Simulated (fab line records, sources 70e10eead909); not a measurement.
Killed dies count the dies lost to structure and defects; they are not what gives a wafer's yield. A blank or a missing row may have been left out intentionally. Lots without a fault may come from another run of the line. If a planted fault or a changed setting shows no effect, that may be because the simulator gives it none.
Chamber matching / flow nand-harc / rie-diel-09 running NHARC_A_STAIRCASE_ETCH_253: 4 sister chambers
The step etches the open film in C4F8/O2, target depth 50 nm, time 20.2 s. 8 wafers are shown with their chamber, then 10 later ones without.

== WAFERS WITH THEIR CHAMBER ==
wafer=L084.5; chamber=3; rf-vpp-V (V)=889; rf-fwd-power-W (W)=586.9
wafer=L086.3; chamber=3; rf-vpp-V (V)=889; rf-fwd-power-W (W)=582.2
wafer=L086.6; chamber=0; rf-vpp-V (V)=896; rf-fwd-power-W (W)=586.0
wafer=L085.1; chamber=2; rf-vpp-V (V)=891; rf-fwd-power-W (W)=589.8
wafer=L085.5; chamber=1; rf-vpp-V (V)=890; rf-fwd-power-W (W)=590.5
wafer=L085.6; chamber=0; rf-vpp-V (V)=897; rf-fwd-power-W (W)=586.2
wafer=L092.1; chamber=2; rf-vpp-V (V)=888; rf-fwd-power-W (W)=586.3
wafer=L092.2; chamber=1; rf-vpp-V (V)=892; rf-fwd-power-W (W)=589.1

== WAFERS WHOSE CHAMBER IS MISSING ==
wafer=L092.4; rf-vpp-V (V)=899; rf-fwd-power-W (W)=584.7
wafer=L094.1; rf-vpp-V (V)=891; rf-fwd-power-W (W)=593.0
wafer=L094.3; rf-vpp-V (V)=897; rf-fwd-power-W (W)=585.7
wafer=L094.4; rf-vpp-V (V)=889; rf-fwd-power-W (W)=590.3
wafer=L093.1; rf-vpp-V (V)=887; rf-fwd-power-W (W)=588.0
wafer=L093.3; rf-vpp-V (V)=891; rf-fwd-power-W (W)=585.8
wafer=L093.4; rf-vpp-V (V)=888; rf-fwd-power-W (W)=586.9
wafer=L095.1; rf-vpp-V (V)=895; rf-fwd-power-W (W)=581.1
wafer=L095.2; rf-vpp-V (V)=889; rf-fwd-power-W (W)=582.1
wafer=L095.3; rf-vpp-V (V)=889; rf-fwd-power-W (W)=589.8

== EACH ONE'S CHAMBER ==
wafer=L092.4; from the rows above=0; in truth=0
wafer=L094.1; from the rows above=can't be placed: 1 or 2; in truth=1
wafer=L094.3; from the rows above=0; in truth=0
wafer=L094.4; from the rows above=can't be placed: 2 or 1 or 3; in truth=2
wafer=L093.1; from the rows above=can't be placed: 2 or 3 or 1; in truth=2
wafer=L093.3; from the rows above=can't be placed: 2 or 3 or 1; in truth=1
wafer=L093.4; from the rows above=can't be placed: 2 or 3 or 1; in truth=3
wafer=L095.1; from the rows above=0; in truth=0
wafer=L095.2; from the rows above=can't be placed: 3 or 2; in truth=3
wafer=L095.3; from the rows above=can't be placed: 2 or 1 or 3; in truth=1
Correct placement for 3 of the 10. Cannot be placed on the basis of these rows: 7; the candidates contain the true chamber in 7. Placed wrongly: 0.
How it was worked out, from the rows above alone: a wafer's distance from a chamber is the root of the sum, over the readings, of the square of ((its reading less the chamber's mean) divided by the reading's scatter). The wafer belongs to the nearest chamber; if the next one is less than 2 further off, it can't be placed. For every chamber, the mean is computed from those of its wafers that are shown. The scatter: the root of (the sum of the squares of (reading less its chamber's mean) over the shown wafers, divided by (wafers less chambers)).
